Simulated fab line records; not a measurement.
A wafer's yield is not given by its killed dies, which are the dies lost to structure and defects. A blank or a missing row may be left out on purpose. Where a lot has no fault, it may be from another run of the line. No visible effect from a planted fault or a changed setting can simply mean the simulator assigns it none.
fab line records -- flow nandHarc
record: lots: 14, wafers: 42, lastDay: 25
route steps=1159 shown A_CONTACT@870 THIN_TSV@1103 END@1159
lots untouched by any fault: they come from a run of this same line in which no faults occurred
startH: the number of hours between the record's first day and the start of the first shown wafer of the lot -- waitH: hours since the lot's step before -- " identical to the entry in the row above -- L1.1+2: several wafers, shown together as one row -- - no value, or no start given -- * or withheld: withheld -- < > ~ a bound
route shown NAME@n: a module of which the file shows steps, and the number in the route of the first -- usual: the fault-free wafers' mean and standard deviation -- same: alike in all rows -- chamber/n: place in a boat -- sites: each site's reading -- _std_site: their standard deviation -- _edge_site: mean of outer sites minus mean of inner sites -- radiusMm: how far each site lies from the wafer's centre -- mask NAME#n: copy n -- behind: the tool/chamber that last shaped the wafer -- hold: why the lot was held/for how many hours/how that ended -- device: names the non-switching transistor (n, p or np) -- end of line: tests run on the same wafers once the route is complete -- a step without rows: its recipe alone -- killed: dies that structure and defects cost at the first sort, which is not the same as the wafer's yield -- map: dies across one wafer; x = killed, . = not, _ = none there
set.NAME: setting as actually run; set.NAME@STEP: the setting as run at that earlier step -- model.NAME: the simulator's own value behind a step, which no gauge read
steps of the route over a sample of lots; a table a step, a row a wafer
services: when a tool's chamber went out of use (startH, in hours from the record's first day, below 0 if earlier), for how many hours, and the reason
== steps ==
step: NHARC_A_CONTACT_ETCH_119
recipe: sourceW: withheld, pressureMtorr: 20, biasV: 3000, timeS: 94, targetDepthA: 9220, arFlowSccm: withheld, c4f8FlowSccm: withheld, o2FlowSccm: withheld, chemistry: C4F8/O2/Ar
lot.wafer,tool,chamber,startH,waitH,rfHoursCounterH
L829.2,harCapEtch-03,1,374.34,0.1,82
L829.3,harCapEtch-03,1,374.34,0.1,-
L829.6,harCapEtch-03,0,374.34,0.1,-
L827.2,harCapEtch-03,0,377.48,0.1,84
L827.4,harCapEtch-03,0,377.48,0.1,-
L827.3,harCapEtch-03,1,377.48,0.1,-
L828.1,harCapEtch-03,1,382.16,0.1,85
L828.3,harCapEtch-03,1,382.16,0.1,-
L828.6,harCapEtch-03,1,382.16,0.1,-
L830.1,harCapEtch-02,0,387.18,0.1,14
L830.3,harCapEtch-02,0,387.18,0.1,-
L830.5,harCapEtch-02,1,387.18,0.1,-
L831.1,harCapEtch-01,1,406.67,0.1,63
L831.6,harCapEtch-01,0,406.67,0.1,-
L831.5,harCapEtch-01,1,406.67,0.1,-
L836.3,harCapEtch-03,0,413.10,0.1,-
L836.4,harCapEtch-03,1,413.10,0.1,-
L836.6,harCapEtch-03,1,413.10,0.1,-
L832.4,harCapEtch-01,0,418.76,0.1,-
L832.6,harCapEtch-01,1,418.76,0.1,-
L832.5,harCapEtch-01,0,418.76,0.1,-
L834.1,harCapEtch-02,1,425.38,0.1,18
L834.4,harCapEtch-02,1,425.38,0.1,-
L834.5,harCapEtch-02,0,425.38,0.1,-
L833.3,harCapEtch-01,0,430.23,0.1,-
L833.4,harCapEtch-01,1,430.23,0.1,-
L833.6,harCapEtch-01,1,430.23,0.1,-
L840.2,harCapEtch-03,0,452.92,0.1,97
L840.4,harCapEtch-03,1,452.92,0.1,-
L840.5,harCapEtch-03,1,452.92,0.1,-
L841.1,harCapEtch-03,0,464.64,0.1,99
L841.3,harCapEtch-03,1,464.64,0.1,-
L841.4,harCapEtch-03,0,464.64,0.1,-
L846.4,harCapEtch-01,0,479.47,0.1,-
L846.6,harCapEtch-01,0,479.47,0.1,-
L846.5,harCapEtch-01,1,479.47,0.1,-
L849.1,harCapEtch-02,1,509.67,0.1,34
L849.3,harCapEtch-02,0,509.67,0.1,-
L849.6,harCapEtch-02,1,509.67,0.1,-
L848.1,harCapEtch-01,1,513.74,0.1,80
L848.2,harCapEtch-01,0,513.74,0.1,80
L848.4,harCapEtch-01,0,513.74,0.1,-
step: NHARC_THIN_TSV_THK_MEAS_02
recipe: thkMeasGauge: ir
usual: thkNm: 2944/250
lot.wafer,tool,chamber,startH,waitH,thkNm
L829.2,filmMetro-01,-,427.03,0.2,2801
L829.3,filmMetro-01,-,427.03,0.2,2712
L829.6,filmMetro-01,-,427.03,0.2,2671
L827.2,filmMetro-02,-,429.44,0.2,2976
L827.3,filmMetro-02,-,429.44,0.2,3093
L827.4,filmMetro-02,-,429.44,0.2,3119
L828.1,filmMetro-02,-,430.62,-,2691
L828.3,filmMetro-02,-,430.62,-,2809
L828.6,filmMetro-02,-,430.62,-,2816
L830.1,filmMetro-01,-,438.13,-,2944
L830.3,filmMetro-01,-,438.13,-,2852
L830.5,filmMetro-01,-,438.13,-,2613
L831.1,filmMetro-01,-,461.91,0.2,3062
L831.5,filmMetro-01,-,461.91,0.2,2993
L831.6,filmMetro-01,-,461.91,0.2,3249
L836.3,filmMetro-01,-,466.32,0.2,2590
L836.4,filmMetro-01,-,466.32,0.2,2683
L836.6,filmMetro-01,-,466.32,0.2,2641
L832.4,filmMetro-01,-,472.37,0.2,2753
L832.5,filmMetro-01,-,472.37,0.2,2986
L832.6,filmMetro-01,-,472.37,0.2,2553
L834.1,filmMetro-01,-,473.56,-,3066
L834.4,filmMetro-01,-,473.56,-,3376
L834.5,filmMetro-01,-,473.56,-,3086
L833.3,filmMetro-01,-,480.48,0.2,3051
L833.4,filmMetro-01,-,480.48,0.2,2837
L833.6,filmMetro-01,-,480.48,0.2,2881
L840.2,filmMetro-01,-,497.88,0.2,2446
L840.4,filmMetro-01,-,497.88,0.2,2436
L840.5,filmMetro-01,-,497.88,0.2,2739
L841.1,filmMetro-01,-,524.14,-,2824
L841.3,filmMetro-01,-,524.14,-,2827
L841.4,filmMetro-01,-,524.14,-,3062
L846.4,filmMetro-02,-,536.30,-,3007
L846.5,filmMetro-02,-,536.30,-,2810
L846.6,filmMetro-02,-,536.30,-,3012
L849.1,filmMetro-01,-,563.50,0.2,2511
L849.3,filmMetro-01,-,563.50,0.2,2466
L849.6,filmMetro-01,-,563.50,0.2,2689
L848.1,filmMetro-01,-,567.34,-,2587
L848.2,filmMetro-01,-,567.34,-,2723
L848.4,filmMetro-01,-,567.34,-,2792
step: NHARC_THIN_TSV_PRE_CLEAN_54
recipe: timeS: 30, tempC: 280, gas: H2/He
usual: heaterPowerW: 423/45
lot.wafer,tool,chamber,startH,waitH,heaterPowerW
L829.3,pvdSputter-01,-,433.26,0.1,386
L829.2,pvdSputter-01,-,433.26,0.1,430
L829.6,pvdSputter-01,-,433.26,0.1,437
L827.2,pvdSputter-03,-,436.16,0.1,398
L827.3,pvdSputter-03,-,436.16,0.1,460
L827.4,pvdSputter-03,-,436.16,0.1,332
L828.1,pvdSputter-02,-,436.47,0.0,376
L828.3,pvdSputter-02,-,436.47,0.0,475
L828.6,pvdSputter-02,-,436.47,0.0,412
L830.1,pvdSputter-01,-,444.20,0.1,436
L830.3,pvdSputter-01,-,444.20,0.1,426
L830.5,pvdSputter-01,-,444.20,0.1,428
L831.1,pvdSputter-02,-,467.88,0.1,484
L831.6,pvdSputter-02,-,467.88,0.1,458
L831.5,pvdSputter-02,-,467.88,0.1,416
L836.4,pvdSputter-03,-,472.54,0.0,432
L836.3,pvdSputter-03,-,472.54,0.0,420
L836.6,pvdSputter-03,-,472.54,0.0,468
L832.4,pvdSputter-03,-,478.68,0.0,472
L832.6,pvdSputter-03,-,478.68,0.0,433
L832.5,pvdSputter-03,-,478.68,0.0,460
L834.4,pvdSputter-01,-,479.86,0.1,418
L834.1,pvdSputter-01,-,479.86,0.1,419
L834.5,pvdSputter-01,-,479.86,0.1,411
L833.4,pvdSputter-01,-,486.46,0.1,398
L833.3,pvdSputter-01,-,486.46,0.1,416
L833.6,pvdSputter-01,-,486.46,0.1,425
L840.2,pvdSputter-02,-,504.08,0.1,382
L840.4,pvdSputter-02,-,504.08,0.1,536
L840.5,pvdSputter-02,-,504.08,0.1,411
L841.4,pvdSputter-02,-,530.38,0.1,390
L841.1,pvdSputter-02,-,530.38,0.1,471
L841.3,pvdSputter-02,-,530.38,0.1,401
L846.4,pvdSputter-01,-,542.67,0.1,425
L846.5,pvdSputter-01,-,542.67,0.1,429
L846.6,pvdSputter-01,-,542.67,0.1,418
L849.3,pvdSputter-02,-,569.65,0.0,407
L849.1,pvdSputter-02,-,569.65,0.0,475
L849.6,pvdSputter-02,-,569.65,0.0,376
L848.2,pvdSputter-03,-,573.66,0.0,442
L848.4,pvdSputter-03,-,573.66,0.0,472
L848.1,pvdSputter-03,-,573.66,0.0,417
step: NHARC_THIN_TSV_ETCH_36
recipe: targetDepthA: 650, overEtchFrac: 0.3, timeS: 18.571, ionEnergyEv: 150, chemistry: Cl2/BCl3
usual: drypumpMotorCurrentA: 6.16/0.28, oesProductAu: 1.002/0.013
lot.wafer,tool,chamber,startH,waitH,drypumpMotorCurrentA,oesProductAu,rfHoursCounterH
L829.2,rieMetal-01,1,434.88,0.2,6.14,1.005,2.6
L829.3,rieMetal-01,1,434.88,0.2,6.14,1.012,-
L829.6,rieMetal-01,0,434.88,0.2,6.30,1.013,-
L827.2,rieMetal-03,1,437.66,0.2,6.01,0.997,4.4
L827.3,rieMetal-03,1,437.66,0.2,5.98,0.998,-
L827.4,rieMetal-03,0,437.66,0.2,5.54,0.979,-
L828.1,rieMetal-01,1,438.11,0.2,6.17,0.986,3.1
L828.3,rieMetal-01,0,438.11,0.2,6.18,1.012,-
L828.6,rieMetal-01,0,438.11,0.2,6.19,1.005,-
L830.1,rieMetal-01,0,445.70,0.2,6.18,1.022,3.3
L830.3,rieMetal-01,0,445.70,0.2,6.21,1.017,-
L830.5,rieMetal-01,1,445.70,0.2,6.16,1.006,-
L831.1,rieMetal-01,1,469.39,0.2,6.20,0.996,3.7
L831.5,rieMetal-01,1,469.39,0.2,6.21,0.992,-
L831.6,rieMetal-01,0,469.39,0.2,6.21,1.037,-
L836.4,rieMetal-02,0,474.05,0.1,6.61,0.987,-
L836.3,rieMetal-02,1,474.05,0.1,6.25,0.990,-
L836.6,rieMetal-02,0,474.05,0.1,6.60,0.985,-
L832.4,rieMetal-01,0,480.20,0.2,6.27,1.028,-
L832.6,rieMetal-01,0,480.20,0.2,6.30,1.027,-
L832.5,rieMetal-01,1,480.20,0.2,6.16,0.998,-
L834.1,rieMetal-02,1,481.34,0.2,6.24,1.002,2.3
L834.4,rieMetal-02,1,481.34,0.2,6.23,1.000,-
L834.5,rieMetal-02,0,481.34,0.2,6.52,0.986,-
L833.4,rieMetal-02,0,488.10,0.2,6.53,0.998,-
L833.3,rieMetal-02,1,488.10,0.2,6.23,1.007,-
L833.6,rieMetal-02,0,488.10,0.2,6.53,1.001,-
L840.2,rieMetal-01,1,505.64,0.2,6.19,1.001,4.8
L840.4,rieMetal-01,0,505.64,0.2,6.25,1.029,-
L840.5,rieMetal-01,1,505.64,0.2,6.19,0.998,-
L841.1,rieMetal-02,1,531.99,0.2,6.22,1.009,4.1
L841.4,rieMetal-02,1,531.99,0.2,6.21,1.009,-
L841.3,rieMetal-02,0,531.99,0.2,6.54,0.974,-
L846.4,rieMetal-03,0,544.27,0.2,5.55,1.008,-
L846.5,rieMetal-03,0,544.27,0.2,5.53,0.999,-
L846.6,rieMetal-03,1,544.27,0.2,6.01,1.014,-
L849.1,rieMetal-03,1,571.15,0.2,6.00,1.005,3.2
L849.3,rieMetal-03,1,571.15,0.2,5.99,1.007,-
L849.6,rieMetal-03,0,571.15,0.2,5.56,1.008,-
L848.1,rieMetal-02,1,575.28,0.2,6.28,1.004,0.2
L848.2,rieMetal-02,0,575.28,0.2,6.52,1.006,0.2
L848.4,rieMetal-02,1,575.28,0.2,6.26,1.004,-
step: NHARC_END_SORT_01
recipe: tempC: 25
usual: killedAtArray: 26/9.7, killedAtOther: 1.0/1.2, killedAtPeriphery: 3.9/2.6, killedDies: 31/9.7, killedOpen: 3.2/1.8, killedShort: 2.0/1.3
same: grossDies: 677
lot.wafer,tool,chamber,startH,waitH,killedAtArray,killedAtOther,killedAtPeriphery,killedDies,killedOpen,killedShort
L840.2,prober-02,0,516.14,2.8,126,1,0,127,4,3
L840.4,prober-02,0,517.72,3.4,122,0,2,124,2,5
L840.5,prober-02,0,518.51,3.7,112,1,2,115,4,3
L841.1,prober-01,0,549.91,2.5,113,0,3,116,1,4
L841.3,prober-01,0,551.50,3.1,120,0,2,122,0,1
L841.4,prober-01,0,552.29,3.4,113,0,0,113,3,2
killed by level:class
L840.2 A_CONTACT:unspecified=96 A_CHANNEL_HOLE_D1:chamberFilmFlake=16 A_STAIRCASE:chamberFilmFlake=5 A_CONTACT:chamberFilmFlake=2 A_ONON_D1:geometricParticle:short=1 A_CHANNEL_HOLE_D1:geometricParticle:open=1 A_CHANNEL_FILL_D1:geometricParticle:short=1 A_SGD_CUT:geometricParticle:open=1
L840.4 A_CONTACT:unspecified=91 A_CHANNEL_HOLE_D1:chamberFilmFlake=20 A_CONTACT:chamberFilmFlake=3 A_ONON_D1:geometricParticle:short=2 A_STAIRCASE:chamberFilmFlake=2 P_CONTACT:geometricParticle:short=1 A_CHANNEL_FILL_D1:geometricParticle:short=1 A_CHANNEL_FILL_D1:geometricParticle:open=1
L840.5 A_CONTACT:unspecified=88 A_CHANNEL_HOLE_D1:chamberFilmFlake=10 A_STAIRCASE:chamberFilmFlake=4 A_CONTACT:chamberFilmFlake=4 A_CONTACT:geometricParticle:open=2 A_M1:geometricParticle:short=2 P_CONTACT:geometricParticle:open=1 A_WL_FILL:geometricParticle:short=1
L841.1 A_CONTACT:unspecified=80 A_CHANNEL_HOLE_D1:chamberFilmFlake=13 A_SLIT:chamberFilmFlake=12 P_ZERO_WELL:chamberFilmFlake=2 A_CONTACT:chamberFilmFlake=2 A_SOURCE_PLATE:geometricParticle:short=1 A_ONON_D1:geometricParticle:short=1 A_CHANNEL_HOLE_D1:geometricParticle:short=1
L841.3 A_CONTACT:unspecified=88 A_CHANNEL_HOLE_D1:chamberFilmFlake=12 A_SLIT:chamberFilmFlake=12 A_STAIRCASE:chamberFilmFlake=3 A_BLC:chamberFilmFlake=3 P_GATE:chamberFilmFlake=2 A_CONTACT:geometricParticle:short=1 A_CONTACT:chamberFilmFlake=1
L841.4 A_CONTACT:unspecified=83 A_CHANNEL_HOLE_D1:chamberFilmFlake=17 A_SLIT:chamberFilmFlake=5 A_CONTACT:chamberFilmFlake=3 A_CONTACT:geometricParticle:open=2 A_ONON_D1:geometricParticle:open=1 A_ONON_D1:geometricParticle:short=1 A_WL_FILL:geometricParticle:short=1
== services ==
tool,chamber,startH,hours,kind
rieMetal-02,0,368.60,6.8,repair
rieMetal-02,-,388.16,9.0,pm
rieMetal-02,0,388.16,9.0,ventCycle
pvdSputter-02,-,392.04,10.0,pm
rieMetal-03,1,420.16,16.4,repair
rieMetal-03,-,453.00,9.0,pm
pvdSputter-03,-,458.00,10.0,pm
rieMetal-01,-,509.00,9.0,pm
rieMetal-01,0,509.00,9.0,ventCycle
rieMetal-01,1,509.00,9.0,ventCycle
pvdSputter-01,-,514.03,10.0,pm
rieMetal-01,0,518.00,-,clean
rieMetal-01,1,518.00,-,clean
rieMetal-01,0,539.21,27.0,repair
rieMetal-01,1,539.43,1.9,repair
pvdSputter-03,-,544.72,2.2,repair
harCapEtch-03,-,545.81,17.0,pm
harCapEtch-03,0,545.81,17.0,ventCycle
harCapEtch-03,1,545.81,17.0,ventCycle
rieMetal-01,-,561.87,0.2,repair
harCapEtch-03,0,562.81,-,clean
harCapEtch-03,1,562.81,-,clean
rieMetal-02,-,565.16,9.0,pm
pvdSputter-02,-,570.22,10.0,pm
== key ==
firstSign: step: NHARC_END_SORT_01, reading: killedAtArray, direction: up, sigmas: 9.5, usual: 26, struck: 118
effect: step: NHARC_END_SORT_01, reading: killedDies, direction: up, sigmas: 9.1, usual: 31, struck: 120
moreKillsBornAt: NHARC_A_CONTACT_ETCH_119@harCapEtch-03: 520
metAt NHARC_A_CONTACT_ETCH_119
struckLots L840,L841
testerLeftOut L840,L841
notActingAt NHARC_THIN_TSV_THK_MEAS_02,NHARC_THIN_TSV_PRE_CLEAN_54,NHARC_THIN_TSV_ETCH_36
onsetBetween 413.10 452.92
fault: kind: chamberParticleSource, tool: harCapEtch-03, chamber: -, onsetH: 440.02, steps: NHARC_A_CONTACT_ETCH_119, ratePerVisitCm2: 1.0514, endH: 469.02
testerLeftOut: of these lots the tester's yield and bins aren't shown, on N5 and GAA mostly nor the transistor test; their killed dies are dies lost to structure and defects alone, not to doping, threshold or leakage, so they don't give the yield
